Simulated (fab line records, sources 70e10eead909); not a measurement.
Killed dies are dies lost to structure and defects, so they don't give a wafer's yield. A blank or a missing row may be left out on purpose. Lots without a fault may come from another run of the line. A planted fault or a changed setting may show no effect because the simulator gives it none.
Problem report in the 8D (eight disciplines) form, filled by code | flow nand_harc | the parts of the form that need people (team, actions taken, sign-off) are left out

1. THE PROBLEM
raw_defect_count at NHARC_A_ZERO_WELL_INSPECT_17 reads a mean of 786 on 2 wafers of 2 lots; wafers without a fault read 10 with a standard deviation of 5.6. That is +99 or more standard deviations from the usual mean.
First seen on wafer L384.2, day 9 23:19, on defect_inspect-01. The record holds 33 wafers of 11 lots with a number at this step. Rule for "out", or "out of limits": more than 4 standard deviations from the usual mean. The other wafers with a number count as sound.

2. WHAT IT IS AND WHAT IT IS NOT
question                    | is                                   | is not
which readings at this step | raw_defect_count                     | -
which lots                  | L384, L388                           | L373, L374, L376, L377, L387, L389, L390, L393, L395
which wafers of those lots  | L384.2, L388.3                       | L384.1, L384.4, L388.1, L388.5
read on which gauges        | defect_inspect-01, defect_inspect-02 | -
when                        | from day 9 23:19                     | up to then (14 sound wafers); but 17 sound wafers of L387, L388, L389, L390, L393, L395 came after

3. SUSPECTS, AND WHAT RULES EACH OUT
Counting: a tool at a process step up to the reading stays a suspect if it ran every lot that is out. Sound lots after the first of them don't rule it out here, since some wafers of a struck lot are sound.
- the gauge at NHARC_A_ZERO_WELL_INSPECT_17: ruled out. The wafers that are out were read on 2 gauges (defect_inspect-01, defect_inspect-02).
- wet_bench-07 at NHARC_A_ZERO_WELL_STRIP_14 (strips in SPM, time 900 s): kept. It ran every lot that is out, first L384 (day 9 22:22); its last sound lot up to then is L373 (day 7 01:02).
Left after counting: wet_bench-07 at NHARC_A_ZERO_WELL_STRIP_14.

4. THE CAUSE (what the simulator had put in)
Chamber particle source: wet_bench-07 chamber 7, from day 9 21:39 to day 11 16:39, at NHARC_A_ZERO_WELL_STRIP_14. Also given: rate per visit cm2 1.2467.
Counting left only this tool.

5. THE CHAIN OF EFFECTS, in route order
Each row: a reading whose mean over the struck wafers that have a number lies more than 3 standard deviations from the usual. Only readings for which the record gives a usual standard deviation are gone through. hours: the time from each lot's start at the first step in this table that gives one to its start at this step, as a median over the lots. sigmas: the change in usual standard deviations.
hours | step                            | reading          | usual | on struck wafers | change | sigmas
0     | NHARC_A_ZERO_WELL_INSPECT_17    | raw_defect_count | 10    | 786              | +776   | +99 or more
20    | NHARC_A_SOURCE_PLATE_INSPECT_08 | raw_defect_count | 62    | 833              | +771   | +28
301   | NHARC_END_SORT_01               | killed_at_array  | 28    | 86               | +58    | +4.8
301   | NHARC_END_SORT_01               | killed_dies      | 32    | 94               | +62    | +5.2

6. WHAT WOULD HAVE CAUGHT IT SOONER
In this record the first reading out of limits at a measuring or inspecting step was taken at day 9 23:19, 2 hours after the fault began at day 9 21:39.
Of the lots that are out (2), L388 began NHARC_A_ZERO_WELL_STRIP_14 on wet_bench-07 after day 9 23:19. A hold on the tool at that time would have spared it.
